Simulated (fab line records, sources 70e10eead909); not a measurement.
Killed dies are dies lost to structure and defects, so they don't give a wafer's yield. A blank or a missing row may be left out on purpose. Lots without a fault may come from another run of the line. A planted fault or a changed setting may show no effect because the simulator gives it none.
Which tool did it? | flow nand_harc | 24 lots, 72 wafers sampled, at 6 steps of a route of 1302

WHAT THE GAUGES READ, wafer by wafer
The record holds no reading of a measuring or inspecting step that can be judged against a usual standard deviation.

WHICH TOOL RAN EACH LOT (tool, then ch and the chambers of the sampled wafers, then the start)
lot  | NHARC_A_CHANNEL_HOLE_D1_ETCH_24  | NHARC_A_CHANNEL_FILL_D1_ALD_03                 | NHARC_A_CHANNEL_FILL_D1_STRIP_28   | NHARC_A_CHANNEL_FILL_D1_STRIP_29              | NHARC_A_CHANNEL_FILL_D2_ALD_03                 | NHARC_A_STAIRCASE_STRIP_171
L074 | har_etch-01 ch 0,1, day 8 18:05  | ald_sin_batch-01 ch 0, day 9 22:10 or earlier  | rie_diel-09 ch 0,1,2, day 9 22:10  | rie_diel-09 ch 2,3, day 15 18:37 or earlier   | ald_sin_batch-01 ch 0, day 15 18:37 or earlier | plasma_asher-02 ch 0,1, day 15 18:37
L075 | har_etch-01 ch 0,1, day 9 02:37  | ald_sin_batch-03 ch 0, day 10 08:23 or earlier | rie_diel-09 ch 1,2, day 10 08:23   | rie_diel-08 ch 0,2,3, day 15 18:46 or earlier | ald_sin_batch-01 ch 0, day 15 18:46 or earlier | plasma_asher-01 ch 0,1, day 15 18:46
L076 | har_etch-02 ch 0,1, day 9 07:01  | ald_sin_batch-03 ch 0, day 10 08:23 or earlier | rie_diel-12 ch 0,1, day 10 08:23   | rie_diel-12 ch 1,2,3, day 15 23:31 or earlier | ald_sin_batch-01 ch 0, day 15 23:31 or earlier | plasma_asher-01 ch 0,1, day 15 23:31
L077 | har_etch-01 ch 0,1, day 10 05:13 | ald_sin_batch-01 ch 0, day 11 14:03 or earlier | rie_diel-08 ch 1,2, day 11 14:03   | rie_diel-09 ch 1,2, day 17 05:26 or earlier   | ald_sin_batch-01 ch 0, day 17 05:26 or earlier | plasma_asher-01 ch 1, day 17 05:26
L078 | har_etch-02 ch 0,1, day 10 06:14 | ald_sin_batch-01 ch 0, day 11 14:04 or earlier | rie_diel-12 ch 0,2, day 11 14:04   | rie_diel-08 ch 0,2, day 17 10:04 or earlier   | ald_sin_batch-02 ch 0, day 17 10:04 or earlier | plasma_asher-01 ch 0,1, day 17 10:04
L079 | har_etch-01 ch 0,1, day 10 18:52 | ald_sin_batch-03 ch 0, day 12 00:43 or earlier | rie_diel-08 ch 1,2, day 12 00:43   | rie_diel-08 ch 0,1, day 17 10:16 or earlier   | ald_sin_batch-02 ch 0, day 17 10:16 or earlier | plasma_asher-01 ch 0,1, day 17 10:16
L080 | har_etch-01 ch 0,1, day 11 00:07 | ald_sin_batch-01 ch 0, day 12 05:49 or earlier | rie_diel-08 ch 0,1,3, day 12 05:49 | rie_diel-08 ch 0,1,2, day 18 06:31 or earlier | ald_sin_batch-01 ch 0, day 18 06:31 or earlier | plasma_asher-02 ch 0,1, day 18 06:31
L081 | har_etch-01 ch 0,1, day 11 19:32 | ald_sin_batch-03 ch 0, day 13 01:57 or earlier | rie_diel-08 ch 1,3, day 13 01:57   | rie_diel-08 ch 0,1,2, day 18 20:34 or earlier | ald_sin_batch-01 ch 0, day 18 20:34 or earlier | plasma_asher-01 ch 0,1, day 18 20:34
L082 | har_etch-02 ch 1, day 11 20:20   | ald_sin_batch-03 ch 0, day 13 01:57 or earlier | rie_diel-12 ch 1,2, day 13 01:57   | rie_diel-12 ch 0,2,3, day 18 20:59 or earlier | ald_sin_batch-01 ch 0, day 18 20:59 or earlier | plasma_asher-01 ch 0,1, day 18 20:59
L084 | har_etch-02 ch 0,1, day 12 13:08 | ald_sin_batch-01 ch 0, day 13 17:33 or earlier | rie_diel-08 ch 1,2, day 13 17:33   | rie_diel-08 ch 0,3, day 19 11:29 or earlier   | ald_sin_batch-02 ch 0, day 19 11:29 or earlier | plasma_asher-02 ch 0,1, day 19 11:29
L083 | har_etch-01 ch 0,1, day 12 14:25 | ald_sin_batch-01 ch 0, day 13 17:33 or earlier | rie_diel-09 ch 0,1,3, day 13 17:33 | rie_diel-08 ch 0,1,2, day 19 11:25 or earlier | ald_sin_batch-01 ch 0, day 19 11:25 or earlier | plasma_asher-01 ch 0,1, day 19 11:25
L085 | har_etch-02 ch 1, day 13 04:01   | ald_sin_batch-02 ch 0, day 14 11:00 or earlier | rie_diel-08 ch 1,2, day 14 11:00   | rie_diel-12 ch 1,2,3, day 19 23:34 or earlier | ald_sin_batch-02 ch 0, day 19 23:34 or earlier | plasma_asher-02 ch 0,1, day 19 23:34
L086 | har_etch-02 ch 0,1, day 13 12:19 | ald_sin_batch-02 ch 0, day 14 20:20 or earlier | rie_diel-12 ch 0,3, day 14 20:20   | rie_diel-09 ch 0,1,2, day 20 07:34 or earlier | ald_sin_batch-01 ch 0, day 20 07:34 or earlier | plasma_asher-01 ch 0,1, day 20 07:34
L087 | har_etch-02 ch 0,1, day 14 14:31 | ald_sin_batch-03 ch 0, day 15 18:32 or earlier | rie_diel-08 ch 2,3, day 15 18:32   | rie_diel-09 ch 2,3, day 16 12:26              | ald_sin_batch-01 ch 0, day 21 11:00 or earlier | plasma_asher-01 ch 0,1, day 21 11:00
L088 | har_etch-01 ch 0,1, day 14 15:29 | ald_sin_batch-03 ch 0, day 15 18:32 or earlier | rie_diel-09 ch 0,1,2, day 15 18:32 | rie_diel-12 ch 0,3, day 21 11:07 or earlier   | ald_sin_batch-01 ch 0, day 21 11:07 or earlier | plasma_asher-02 ch 1, day 21 11:07
L089 | har_etch-02 ch 0,1, day 14 18:34 | ald_sin_batch-01 ch 0, day 15 22:35 or earlier | rie_diel-12 ch 0,1,3, day 15 22:35 | rie_diel-12 ch 1,2,3, day 21 19:31 or earlier | ald_sin_batch-02 ch 0, day 21 19:31 or earlier | plasma_asher-02 ch 0,1, day 21 19:31
L090 | har_etch-01 ch 0,1, day 15 06:11 | ald_sin_batch-01 ch 0, day 16 09:49 or earlier | rie_diel-12 ch 2,3, day 16 09:49   | rie_diel-12 ch 0,1, day 22 09:03 or earlier   | ald_sin_batch-03 ch 0, day 22 09:03 or earlier | plasma_asher-01 ch 0,1, day 22 09:03
L091 | har_etch-02 ch 0,1, day 15 18:30 | ald_sin_batch-02 ch 0, day 17 01:28 or earlier | rie_diel-12 ch 0,1,3, day 17 01:28 | rie_diel-12 ch 0,1,3, day 22 21:50 or earlier | ald_sin_batch-01 ch 0, day 22 21:50 or earlier | plasma_asher-02 ch 0,1, day 22 21:50
L092 | har_etch-02 ch 0,1, day 16 08:05 | ald_sin_batch-01 ch 0, day 17 12:56 or earlier | rie_diel-12 ch 0,1, day 17 12:56   | rie_diel-12 ch 1,2, day 18 06:34              | ald_sin_batch-01 ch 0, day 23 03:50 or earlier | plasma_asher-02 ch 0,1, day 23 03:50
L093 | har_etch-01 ch 0,1, day 16 08:23 | ald_sin_batch-01 ch 0, day 17 12:57 or earlier | rie_diel-08 ch 0,2,3, day 17 12:57 | rie_diel-08 ch 0,1,2, day 23 03:38 or earlier | ald_sin_batch-01 ch 0, day 23 03:38 or earlier | plasma_asher-01 ch 0,1, day 23 03:38
L094 | har_etch-02 ch 0,1, day 16 16:18 | ald_sin_batch-03 ch 0, day 17 20:11 or earlier | rie_diel-12 ch 1,2,3, day 17 20:11 | rie_diel-08 ch 0,1, day 23 13:33 or earlier   | ald_sin_batch-02 ch 0, day 23 13:33 or earlier | plasma_asher-01 ch 0, day 23 13:33
L095 | har_etch-02 ch 0,1, day 17 13:21 | ald_sin_batch-01 ch 0, day 18 17:21 or earlier | rie_diel-12 ch 0,1,3, day 18 17:21 | rie_diel-08 ch 2,3, day 24 08:25 or earlier   | ald_sin_batch-02 ch 0, day 24 08:25 or earlier | plasma_asher-02 ch 0,1, day 24 08:25
L096 | har_etch-02 ch 0,1, day 17 17:38 | ald_sin_batch-01 ch 0, day 18 23:12 or earlier | rie_diel-09 ch 1,2,3, day 18 23:12 | rie_diel-08 ch 1,2,3, day 24 15:28 or earlier | ald_sin_batch-02 ch 0, day 24 15:28 or earlier | plasma_asher-01 ch 0,1, day 24 15:28
L097 | har_etch-01 ch 0,1, day 18 03:09 | ald_sin_batch-03 ch 0, day 19 08:30 or earlier | rie_diel-09 ch 0,2,3, day 19 08:30 | rie_diel-12 ch 0,2, day 24 22:35 or earlier   | ald_sin_batch-03 ch 0, day 24 22:35 or earlier | plasma_asher-01 ch 0, day 24 22:35
- NHARC_A_CHANNEL_HOLE_D1_ETCH_24: etches the open film in C4F8/O2/Ar, time 906.2 s, target depth 1500 nm.
- NHARC_A_CHANNEL_FILL_D1_ALD_03: deposits SiNx, target thk 6 nm, pulse time 60 s, ald cycles 58.
- NHARC_A_CHANNEL_FILL_D1_STRIP_28: strips in O2, time 20 s.
- NHARC_A_CHANNEL_FILL_D1_STRIP_29: strips in O2, time 20 s.
- NHARC_A_CHANNEL_FILL_D2_ALD_03: deposits SiNx, target thk 6 nm, pulse time 60 s, ald cycles 58.
- NHARC_A_STAIRCASE_STRIP_171: strips in O2.

WHAT THE TOOLS THEMSELVES READ (means of the sampled wafers that have a number; where no wafer has one, the mark that the record gives instead)
NHARC_A_CHANNEL_HOLE_D1_ETCH_24. Usual: drypump_motor_current_A 5.76 A, standard deviation 0.13; showerhead_plenum_p_Torr 3.62 Torr, standard deviation 0.12; throttle_valve_pct 32.237 %, standard deviation 0.008.
lot  | tool        | drypump_motor_current_A (A) | showerhead_plenum_p_Torr (Torr) | throttle_valve_pct (%) | flag
L074 | har_etch-01 | 5.87                        | 3.69                            | 32.240                 |
L075 | har_etch-01 | 5.90                        | 3.64                            | 32.240                 |
L076 | har_etch-02 | 5.68                        | 3.55                            | 32.234                 |
L077 | har_etch-01 | 5.90                        | 3.63                            | 32.241                 |
L078 | har_etch-02 | 5.63                        | 3.59                            | 32.228                 |
L079 | har_etch-01 | 5.93                        | 3.63                            | 32.242                 |
L080 | har_etch-01 | 5.88                        | 3.67                            | 32.246                 |
L081 | har_etch-01 | 5.89                        | 3.67                            | 32.237                 |
L082 | har_etch-02 | 5.64                        | 3.63                            | 32.236                 |
L084 | har_etch-02 | 5.65                        | 3.58                            | 32.240                 |
L083 | har_etch-01 | 5.88                        | 3.66                            | 32.238                 |
L085 | har_etch-02 | 5.63                        | 3.61                            | 32.232                 |
L086 | har_etch-02 | 5.65                        | 3.57                            | 32.240                 |
L087 | har_etch-02 | 5.63                        | 3.56                            | 32.238                 |
L088 | har_etch-01 | 5.88                        | 3.65                            | 32.231                 |
L089 | har_etch-02 | 5.66                        | 3.51                            | 32.243                 |
L090 | har_etch-01 | 5.91                        | 3.60                            | 32.240                 |
L091 | har_etch-02 | 5.64                        | 3.51                            | 32.238                 |
L092 | har_etch-02 | 5.66                        | 3.50                            | 32.238                 |
L093 | har_etch-01 | 5.88                        | 3.63                            | 32.231                 |
L094 | har_etch-02 | 5.64                        | 3.54                            | 32.237                 |
L095 | har_etch-02 | 5.63                        | 3.93                            | 32.234                 |
L096 | har_etch-02 | 5.65                        | 3.92                            | 32.236                 |
L097 | har_etch-01 | 5.92                        | 3.57                            | 32.239                 |

NHARC_A_CHANNEL_FILL_D1_ALD_03. Usual: precursor_pulse_height_rel 1.000, standard deviation 0.019.
lot  | tool             | precursor_pulse_height_rel | flag
L074 | ald_sin_batch-01 | 1.014                      |
L075 | ald_sin_batch-03 | 1.007                      |
L076 | ald_sin_batch-03 | 1.005                      |
L077 | ald_sin_batch-01 | 1.010                      |
L078 | ald_sin_batch-01 | 0.988                      |
L079 | ald_sin_batch-03 | 0.986                      |
L080 | ald_sin_batch-01 | 0.996                      |
L081 | ald_sin_batch-03 | 1.001                      |
L082 | ald_sin_batch-03 | 1.015                      |
L084 | ald_sin_batch-01 | 0.999                      |
L083 | ald_sin_batch-01 | 1.006                      |
L085 | ald_sin_batch-02 | 1.007                      |
L086 | ald_sin_batch-02 | 1.001                      |
L087 | ald_sin_batch-03 | 1.021                      |
L088 | ald_sin_batch-03 | 0.980                      |
L089 | ald_sin_batch-01 | 0.998                      |
L090 | ald_sin_batch-01 | 0.999                      |
L091 | ald_sin_batch-02 | 0.998                      |
L092 | ald_sin_batch-01 | 1.003                      |
L093 | ald_sin_batch-01 | 1.000                      |
L094 | ald_sin_batch-03 | 0.984                      |
L095 | ald_sin_batch-01 | 0.986                      |
L096 | ald_sin_batch-01 | 1.004                      |
L097 | ald_sin_batch-03 | 1.004                      |

NHARC_A_CHANNEL_FILL_D1_STRIP_28. Usual: drypump_motor_current_A 5.9 A, standard deviation 0.43; oes_product_au 0.998 a.u., standard deviation 0.011; rf_vpp_V 57.7 V, standard deviation 0.82; showerhead_plenum_p_Torr 3.49 Torr, standard deviation 0.15; throttle_valve_pct 17.037 %, standard deviation 0.0093.
lot  | tool        | drypump_motor_current_A (A) | oes_product_au (a.u.) | rf_vpp_V (V) | showerhead_plenum_p_Torr (Torr) | throttle_valve_pct (%) | flag
L074 | rie_diel-09 | 6.0                         | 0.996                 | 57.4         | 3.51                            | 17.036                 |
L075 | rie_diel-09 | 6.2                         | 1.006                 | 57.3         | 3.45                            | 17.041                 |
L076 | rie_diel-12 | 5.8                         | 0.997                 | 56.5         | 3.36                            | 17.031                 |
L077 | rie_diel-08 | 6.2                         | 0.994                 | 58.8         | 3.67                            | 17.024                 |
L078 | rie_diel-12 | 6.0                         | 1.007                 | 57.1         | 3.41                            | 17.038                 |
L079 | rie_diel-08 | 5.8                         | 0.993                 | 58.1         | 3.72                            | 17.044                 |
L080 | rie_diel-08 | 6.3                         | 1.003                 | 58.1         | 3.59                            | 17.038                 |
L081 | rie_diel-08 | 6.2                         | 1.000                 | 57.6         | 3.60                            | 17.034                 |
L082 | rie_diel-12 | 5.6                         | 0.995                 | 57.2         | 3.33                            | 17.042                 |
L084 | rie_diel-08 | 6.2                         | 1.002                 | 58.3         | 3.67                            | 17.039                 |
L083 | rie_diel-09 | 6.0                         | 0.991                 | 57.4         | 3.50                            | 17.038                 |
L085 | rie_diel-08 | 5.8                         | 0.993                 | 57.9         | 3.72                            | 17.041                 |
L086 | rie_diel-12 | 6.0                         | 0.995                 | 57.5         | 3.47                            | 17.036                 |
L087 | rie_diel-08 | 5.5                         | 1.001                 | 57.7         | 3.62                            | 17.033                 |
L088 | rie_diel-09 | 6.0                         | 0.985                 | 57.0         | 3.50                            | 17.025                 |
L089 | rie_diel-12 | 5.8                         | 1.009                 | 57.6         | 3.42                            | 17.038                 |
L090 | rie_diel-12 | 5.6                         | 0.993                 | 57.9         | 3.45                            | 17.038                 |
L091 | rie_diel-12 | 5.8                         | 0.998                 | 57.4         | 3.42                            | 17.040                 |
L092 | rie_diel-12 | 6.0                         | 1.002                 | 57.0         | 3.40                            | 17.039                 |
L093 | rie_diel-08 | 5.9                         | 0.993                 | 58.2         | 3.63                            | 17.030                 |
L094 | rie_diel-12 | 5.6                         | 0.992                 | 57.6         | 3.38                            | 17.034                 |
L095 | rie_diel-12 | 5.8                         | 0.998                 | 57.2         | 3.42                            | 17.034                 |
L096 | rie_diel-09 | 6.2                         | 1.003                 | 57.3         | 3.44                            | 17.042                 |
L097 | rie_diel-09 | 6.0                         | 1.012                 | 57.9         | 3.36                            | 17.042                 |

NHARC_A_CHANNEL_FILL_D1_STRIP_29. Usual: drypump_motor_current_A 6.0 A, standard deviation 0.47; oes_product_au 1.002 a.u., standard deviation 0.01; rf_vpp_V 57.7 V, standard deviation 0.88; showerhead_plenum_p_Torr 3.51 Torr, standard deviation 0.14; throttle_valve_pct 17.038 %, standard deviation 0.009.
lot  | tool        | drypump_motor_current_A (A) | oes_product_au (a.u.) | rf_vpp_V (V) | showerhead_plenum_p_Torr (Torr) | throttle_valve_pct (%) | flag
L074 | rie_diel-09 | 6.2                         | 1.018                 | 57.7         | 3.32                            | 17.041                 |
L075 | rie_diel-08 | 5.9                         | 0.995                 | 58.2         | 3.64                            | 17.039                 |
L076 | rie_diel-12 | 5.6                         | 1.004                 | 57.5         | 3.39                            | 17.040                 |
L077 | rie_diel-09 | 6.2                         | 1.002                 | 58.1         | 3.45                            | 17.031                 |
L078 | rie_diel-08 | 5.8                         | 1.001                 | 58.2         | 3.71                            | 17.033                 |
L079 | rie_diel-08 | 6.7                         | 1.009                 | 58.4         | 3.59                            | 17.034                 |
L080 | rie_diel-08 | 6.2                         | 0.996                 | 59.0         | 3.66                            | 17.027                 |
L081 | rie_diel-08 | 6.2                         | 1.004                 | 57.6         | 3.66                            | 17.040                 |
L082 | rie_diel-12 | 5.8                         | 1.000                 | 57.0         | 3.43                            | 17.040                 |
L084 | rie_diel-08 | 6.3                         | 1.019                 | 58.1         | 3.57                            | 17.045                 |
L083 | rie_diel-08 | 6.3                         | 1.003                 | 57.9         | 3.66                            | 17.029                 |
L085 | rie_diel-12 | 5.6                         | 0.998                 | 57.1         | 3.39                            | 17.034                 |
L086 | rie_diel-09 | 6.0                         | 0.996                 | 57.9         | 3.50                            | 17.038                 |
L087 | rie_diel-09 | 6.2                         | 1.011                 | 56.8         | 3.31                            | 17.043                 |
L088 | rie_diel-12 | 6.0                         | 1.005                 | 58.1         | 3.47                            | 17.044                 |
L089 | rie_diel-12 | 5.6                         | 1.002                 | 57.9         | 3.38                            | 17.030                 |
L090 | rie_diel-12 | 6.0                         | 0.998                 | 57.5         | 3.40                            | 17.038                 |
L091 | rie_diel-12 | 5.8                         | 0.999                 | 56.9         | 3.42                            | 17.036                 |
L092 | rie_diel-12 | 5.6                         | 1.002                 | 57.2         | 3.32                            | 17.042                 |
L093 | rie_diel-08 | 6.2                         | 0.995                 | 57.2         | 3.65                            | 17.035                 |
L094 | rie_diel-08 | 6.6                         | 1.010                 | 58.3         | 3.61                            | 17.043                 |
L095 | rie_diel-08 | 5.5                         | 0.993                 | 57.7         | 3.62                            | 17.043                 |
L096 | rie_diel-08 | 5.8                         | 0.992                 | 58.1         | 3.64                            | 17.030                 |
L097 | rie_diel-12 | 6.0                         | 0.983                 | 56.9         | 3.41                            | 17.040                 |

NHARC_A_CHANNEL_FILL_D2_ALD_03. Usual: precursor_pulse_height_rel 1.001, standard deviation 0.02.
lot  | tool             | precursor_pulse_height_rel | flag
L074 | ald_sin_batch-01 | 0.984                      |
L075 | ald_sin_batch-01 | 1.006                      |
L076 | ald_sin_batch-01 | 0.986                      |
L077 | ald_sin_batch-01 | 0.997                      |
L078 | ald_sin_batch-02 | 1.000                      |
L079 | ald_sin_batch-02 | 0.990                      |
L080 | ald_sin_batch-01 | 0.995                      |
L081 | ald_sin_batch-01 | 0.997                      |
L082 | ald_sin_batch-01 | 1.002                      |
L084 | ald_sin_batch-02 | 1.008                      |
L083 | ald_sin_batch-01 | 1.000                      |
L085 | ald_sin_batch-02 | 1.016                      |
L086 | ald_sin_batch-01 | 0.994                      |
L087 | ald_sin_batch-01 | 1.002                      |
L088 | ald_sin_batch-01 | 1.003                      |
L089 | ald_sin_batch-02 | 0.990                      |
L090 | ald_sin_batch-03 | 0.972                      |
L091 | ald_sin_batch-01 | 1.010                      |
L092 | ald_sin_batch-01 | 0.980                      |
L093 | ald_sin_batch-01 | 1.006                      |
L094 | ald_sin_batch-02 | 0.980                      |
L095 | ald_sin_batch-02 | 1.017                      |
L096 | ald_sin_batch-02 | 1.008                      |
L097 | ald_sin_batch-03 | 1.025                      |

NHARC_A_STAIRCASE_STRIP_171. Usual: drypump_motor_current_A 5.8 A, standard deviation 0.43; heater_power_w 317 W, standard deviation 23.
lot  | tool            | drypump_motor_current_A (A) | heater_power_w (W) | flag
L074 | plasma_asher-02 | 6.1                         | 330                |
L075 | plasma_asher-01 | 5.8                         | 292                |
L076 | plasma_asher-01 | 5.5                         | 305                |
L077 | plasma_asher-01 | 6.2                         | 288                |
L078 | plasma_asher-01 | 5.5                         | 301                |
L079 | plasma_asher-01 | 5.5                         | 305                |
L080 | plasma_asher-02 | 6.1                         | 331                |
L081 | plasma_asher-01 | 5.5                         | 303                |
L082 | plasma_asher-01 | 5.5                         | 306                |
L084 | plasma_asher-02 | 5.9                         | 342                |
L083 | plasma_asher-01 | 5.8                         | 295                |
L085 | plasma_asher-02 | 6.0                         | 343                |
L086 | plasma_asher-01 | 5.5                         | 301                |
L087 | plasma_asher-01 | 5.5                         | 306                |
L088 | plasma_asher-02 | 6.2                         | 347                |
L089 | plasma_asher-02 | 6.1                         | 347                |
L090 | plasma_asher-01 | 5.5                         | 307                |
L091 | plasma_asher-02 | 6.0                         | 342                |
L092 | plasma_asher-02 | 6.0                         | 343                |
L093 | plasma_asher-01 | 5.5                         | 312                |
L094 | plasma_asher-01 | 5.2                         | 319                |
L095 | plasma_asher-02 | 5.9                         | 342                |
L096 | plasma_asher-01 | 5.5                         | 314                |
L097 | plasma_asher-01 | 5.2                         | 325                |

THE ANSWER, worked out from the rows above alone
Rule: a lot is off if the mean of its wafers that have a number lies more than 3 standard deviations from the usual mean. A lot without any number at a reading at which 4 lots or more have one is off too. The other lots that the step has rows for count as sound. The gauges are gone through in route order, then the tools' own readings, and for those a lot's mean is taken as printed above. The first step at which some lot is off is used, and at that step the reading that is off furthest; a lot without a number counts as furthest.
No lot is off at any reading shown: from this, nothing can be told.

WHAT THE SIMULATOR HAD PUT IN
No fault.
